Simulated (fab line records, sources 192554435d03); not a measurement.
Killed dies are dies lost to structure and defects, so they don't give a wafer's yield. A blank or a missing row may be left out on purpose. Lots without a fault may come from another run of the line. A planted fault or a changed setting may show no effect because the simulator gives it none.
A struck lot beside a sound one | flow n5_finfet | 15 steps out of a route of 1938
Sound: wafers L265.2, L265.3, L265.5. Struck: wafers L268.1, L268.2, L268.6. The cause comes at the end.
At each step with rows: each side's tool, then ch and its chambers, then its first start. Under that, the readings that differ: sound wafers | struck wafers | difference of the means | sigmas: that difference in standard deviations of wafers without a fault.
alike: readings whose means differ by less than 2 such deviations, and words and numbers that are the same on both sides. not compared: withheld readings, readings that some wafer has no value for, bounds like >300 that may hide the same value, and numbers for which the record gives no deviation and whose values overlap.
The two part at a step that has a row with sigmas, a row that says differs or no value, or rows on one side only. Numbers that don't overlap but have no deviation are shown without sigmas and don't part them. A reading that every wafer of one side lacks parts them only if that side has two wafers or more.

N5_BEOL_M1_SPUTTER_92: material Cu, target thk 4.5 nm, time 8.29 s.
  sound on pvd_sputter-02, day 8 06:19; struck on pvd_sputter-02, day 8 13:16
  alike: throttle_valve_pct
N5_BEOL_M1_ANNEAL_93: time 240 s.
  sound on pvd_sputter-02, day 8 06:23; struck on pvd_sputter-02, day 8 13:21
  alike: heater_power_w
then, 1 step without rows for these wafers: N5_BEOL_M1_SPUTTER_94 (material Cu, target thk 4.5 nm, time 8.29 s).
N5_BEOL_M1_ANNEAL_95: time 240 s.
  sound on pvd_sputter-02, day 8 06:37; struck on pvd_sputter-02, day 8 13:34
  alike: heater_power_w
N5_BEOL_M1_SPUTTER_96: material Cu, target thk 4.5 nm, time 8.29 s.
  sound on pvd_sputter-02, day 8 06:45; struck on pvd_sputter-02, day 8 13:43
  alike: throttle_valve_pct
then, 3 steps without rows for these wafers: N5_BEOL_M1_ECD_50 (material Cu, target thk 300 nm); N5_BEOL_M1_ANNEAL_51 (time 90 s); N5_BEOL_M1_CMP_52 (polishes, stops on SiOC, t overpolish 6.8 s, target thk 40 nm).
N5_BEOL_M1_THK_MEAS_53: measures by xrf.
  sound on film_metro-02, day 8 07:32; struck on film_metro-01, day 8 14:44
  alike: M1_THK
N5_BEOL_M1_PRE_CLEAN_60: time 15 s.
  sound on cvd_co-01 ch 0,1, day 8 07:35; struck on cvd_co-02 ch 1,2, day 8 14:46
  reading            | sound    | struck   | difference | sigmas
  heater_power_w (W) | 65 56 54 | 88 82 89 | +28        | +3
then, 2 steps without rows for these wafers: N5_BEOL_M1_CO_CAP_55 (material Co, precursor CCTBA/H2, target thk 2 nm, time 102.1 s); N5_BEOL_M1_PRE_CLEAN_56 (time 15 s).
N5_BEOL_M1_DEP_57: deposits SiCN from 3MS/NH3, target thk 8 nm, time 14 s.
  sound on pecvd-03 ch 1,2, day 8 07:44; struck on pecvd-01 ch 0,1,2, day 8 14:55
  no value came back on the struck wafers for chamber_pressure_Torr (Torr), rf_fwd_power_W (W), showerhead_plenum_p_Torr (Torr), throttle_valve_pct (%); on the sound wafers chamber_pressure_Torr (Torr) reads 2.999 2.998 2.996
N5_BEOL_M4_RC_MEAS_101:
  the record has rows for the sound wafers here (prober-01 ch 0, day 9 12:53) and none for the struck ones
-- the record jumps here: 5 days lie between the struck wafers' starts before and after (it left off in module BEOL_M4 and takes up again in module PASSIVATION, whose first step shown is number 1936 of the route) --
N5_PASSIVATION_PROBE_49:
  the record has rows for the struck wafers here (prober-02, day 13 17:07) and none for the sound ones

WHERE THEY PART
First at N5_BEOL_M1_PRE_CLEAN_60; last, within this record, at N5_PASSIVATION_PROBE_49.

WHY: what the simulator had put in
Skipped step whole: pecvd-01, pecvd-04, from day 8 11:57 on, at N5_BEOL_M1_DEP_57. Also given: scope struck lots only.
